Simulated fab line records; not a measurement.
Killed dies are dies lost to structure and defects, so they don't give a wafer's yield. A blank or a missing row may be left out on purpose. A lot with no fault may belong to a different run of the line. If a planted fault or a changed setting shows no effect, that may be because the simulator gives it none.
Matching of chambers | flow nand-harc | 4 sister chambers for NHARC_P_CONTACT_ETCH_35 on rie-diel-11
The step etches the open film in CF4, target depth 39 nm, time 65 s. 8 wafers are shown with their chamber, then 9 later ones without.

WAFERS WITH THEIR CHAMBER
wafer  | chamber | drypump-motor-current-A (A) | oes-product-au (a.u.)
L076.2 | 3       | 5.9                         | 1.005
L077.4 | 3       | 5.9                         | 1.004
L077.5 | 0       | 6.1                         | 1.014
L079.4 | 0       | 6.1                         | 1.013
L079.5 | 2       | 5.6                         | 1.032
L080.1 | 1       | 5.0                         | 1.004
L080.2 | 2       | 5.5                         | 1.023
L080.6 | 1       | 5.0                         | 0.994

WAFERS WHOSE CHAMBER IS MISSING
wafer  | drypump-motor-current-A (A) | oes-product-au (a.u.)
L086.3 | 5.0                         | 1.012
L086.5 | 6.1                         | 0.989
L086.6 | 5.0                         | 1.007
L090.1 | 5.9                         | 0.997
L090.3 | 5.6                         | 1.010
L090.4 | 6.0                         | 1.025
L096.2 | 6.0                         | 1.003
L096.3 | 5.5                         | 1.011
L096.5 | 5.5                         | 1.018

WHICH CHAMBER EACH ONE RAN IN
wafer  | from the rows above     | in truth
L086.3 | 1                       | 1
L086.5 | can't be placed: 0 or 3 | 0
L086.6 | 1                       | 1
L090.1 | 3                       | 3
L090.3 | 2                       | 2
L090.4 | can't be placed: 0 or 3 | 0
L096.2 | can't be placed: 3 or 0 | 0
L096.3 | 2                       | 2
L096.5 | 2                       | 2
6 of 9 placed correctly. Unplaceable from these rows: 3, with the true chamber sitting among the candidates in 3. Wrongly placed: 0.
How it was worked out, from the rows above alone: a wafer's distance from a chamber is the root of the sum, over the readings, of the square of ((its reading less the chamber's mean) divided by the reading's scatter). The wafer belongs to the nearest chamber; if the next one is less than 2 further off, it can't be placed. The mean given for a chamber averages the wafers shown for that chamber. The scatter: take each reading less its chamber's mean, square it, sum over the shown wafers, divide by the number of wafers less the number of chambers, and take the root.
